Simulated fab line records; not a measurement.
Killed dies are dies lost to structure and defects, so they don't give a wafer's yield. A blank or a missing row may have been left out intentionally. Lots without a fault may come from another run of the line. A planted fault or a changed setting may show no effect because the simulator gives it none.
Struck lot and sound lot, side by side | flow n5-finfet | 38 steps out of a route of 1938
Sound: these wafers, L586.1, L586.2, L586.6. The struck wafers were L594.1, L594.4, L594.5. The cause is given at the end.
Order at every step that has rows: each side's tool, ch and its chambers, its first start. Under that, the readings that differ: sound wafers | struck wafers | difference of the means | sigmas: that difference in standard deviations of wafers without a fault.
alike: readings with means less than 2 such deviations apart, plus words and numbers identical on both sides. not compared: withheld readings, readings lacking a value on some wafer, bounds such as >300 that could conceal the same value, and numbers that have no deviation in the record and whose values overlap.
A row with sigmas, a row that says differs or no value, or rows on one side alone: a step with any of these is where the two part. Numbers that have no deviation but don't overlap get no sigmas and don't part them. A reading that every wafer of one side lacks parts them only if that side has two wafers or more.

first, 9 steps without rows for these wafers: N5_BEOL_M4_ANNEAL_95 (time 240 s); N5_BEOL_M4_SPUTTER_96 (material Cu, target thk 4.5 nm, time 8.29 s); N5_BEOL_M4_ECD_50 (material Cu, target thk 300 nm); N5_BEOL_M4_ANNEAL_51 (time 90 s); N5_BEOL_M4_CMP_52 (polishes, stops on SiOC, t overpolish 6.8 s, target thk 40 nm); N5_BEOL_M4_PRE_CLEAN_60 (time 15 s); N5_BEOL_M4_CO_CAP_55 (material Co, precursor CCTBA/H2, target thk 2 nm, time 102.1 s); N5_BEOL_M4_PRE_CLEAN_56 (time 15 s); N5_BEOL_M4_DEP_57 (deposits SiCN from 3MS/NH3, target thk 8 nm, time 14 s).
N5_BEOL_M4_RC_MEAS_101:
  sound on prober-02 ch 0, day 9 09:39; struck on prober-02 ch 0, day 11 17:36
  reading       | sound       | struck      | difference | sigmas
  ION_N (uA/um) | 673 690 687 | 680 649 648 | -24        | -2
  alike: DIBL_N, DIBL_P, IOFF_N, IOFF_P, ION_P, SS_N, SS_P, VT_N, VT_P
then, 24 steps without rows for these wafers: N5_BEOL_M5_ILD_DEP_00 (deposits SiCOH lowk from DEMS/porogen, target thk 140.64 nm, time 25.9 s); N5_BEOL_M5_CURE_79 (cures SiCOH lowk, time 240 s); N5_BEOL_M5_PECVD_70 (deposits SiO2 from TEOS/O2, target thk 16 nm, time 18 s); N5_BEOL_M5_HM_DEP_02 (deposits TiN, target thk 20 nm); N5_BEOL_M5_COAT_59 (time 60 s, resist thk 60 nm); N5_BEOL_M5_COAT_60 (time 60 s, resist thk 12 nm); N5_BEOL_M5_COAT_71 (time 60 s, resist thk 5 nm); N5_BEOL_M5_COAT_05 (resist thk 30 nm); N5_BEOL_M5_EBR_07; N5_BEOL_M5_SOFTBAKE_06 (time 60 s); N5_BEOL_M5_EXPOSE_08 (exposes mask M5, target cd 28 nm); N5_BEOL_M5_PEB_09 (peb time 60 s); N5_BEOL_M5_DEVELOP_10 (develop time 30 s); N5_BEOL_M5_DESCUM_16 (chemistry O2, time 7 s); N5_BEOL_M5_ETCH_72 (etches underlayer in N2/H2, target depth 6.5 nm, time 5.2 s); N5_BEOL_M5_ETCH_61 (etches SiARC in CF4, target depth 15.6 nm, time 26 s); N5_BEOL_M5_ETCH_62 (etches SOC in N2/H2, target depth 75 nm, overetch 15 nm, time 112.5 s); N5_BEOL_M5_STRIP_63 (strips in N2/H2); N5_BEOL_M5_STRIP_73 (strips in N2/H2); N5_BEOL_M5_STRIP_64 (strips in CF4); N5_BEOL_M5_HM_OPEN_17 (chemistry Cl2/BCl3, target TiN, target depth 20 nm, overetch 6 nm); N5_BEOL_M5_STRIP_19 (strips in O2); N5_BEOL_M5_COAT_65 (time 60 s, resist thk 60 nm); N5_BEOL_M5_COAT_66 (time 60 s, resist thk 12 nm).
-- here the record skips 3 days between the struck wafers' starts before and after, leaving off in module BEOL_M5 and picking up in module BEOL_M12 (first step shown: number 1609 of the route) --
N5_BEOL_M12_PEB_08: peb time 90 s.
  sound on litho-track-05 ch 0, day 11 23:09; struck on litho-track-05 ch 0, day 14 21:59
  reading                  | sound                | struck               | difference | sigmas
  heater-power-total-W (W) | 171.7 172.1 172.5    | 142.8 143.3 141.8    | -29.5      | -35
  plate-temp-C (C)         | 130.08 130.00 130.25 | 112.29 112.45 112.18 | -17.80     | -99 or more
N5_BEOL_M12_CD_MEAS_10 targets a cd of 140 nm.
  sound on cd-sem-03 ch 0, day 11 23:16; struck on cd-sem-02 ch 0, day 14 22:06
  reading    | sound             | struck         | difference | sigmas
  cd-nm (nm) | 137.7 140.0 139.6 | 11.6 11.8 12.7 | -127.1     | -64
N5_BEOL_M12_CD_MEAS_17 targets a cd of 140 nm.
  struck on cd-sem-01, day 14 22:49; sound on cd-sem-01, day 11 23:51
  reading    | sound             | struck         | difference | sigmas
  cd-nm (nm) | 138.3 139.9 141.7 | 12.5 13.0 12.0 | -127.5     | -58
N5_PASSIVATION_PROBE_49:
  rows exist in the record for the struck wafers here (prober-01, day 16 18:23), but not for the sound ones

WHERE THEY PART
First at N5_BEOL_M4_RC_MEAS_101; last, within this record, at N5_PASSIVATION_PROBE_49.

WHY: what the simulator had put in
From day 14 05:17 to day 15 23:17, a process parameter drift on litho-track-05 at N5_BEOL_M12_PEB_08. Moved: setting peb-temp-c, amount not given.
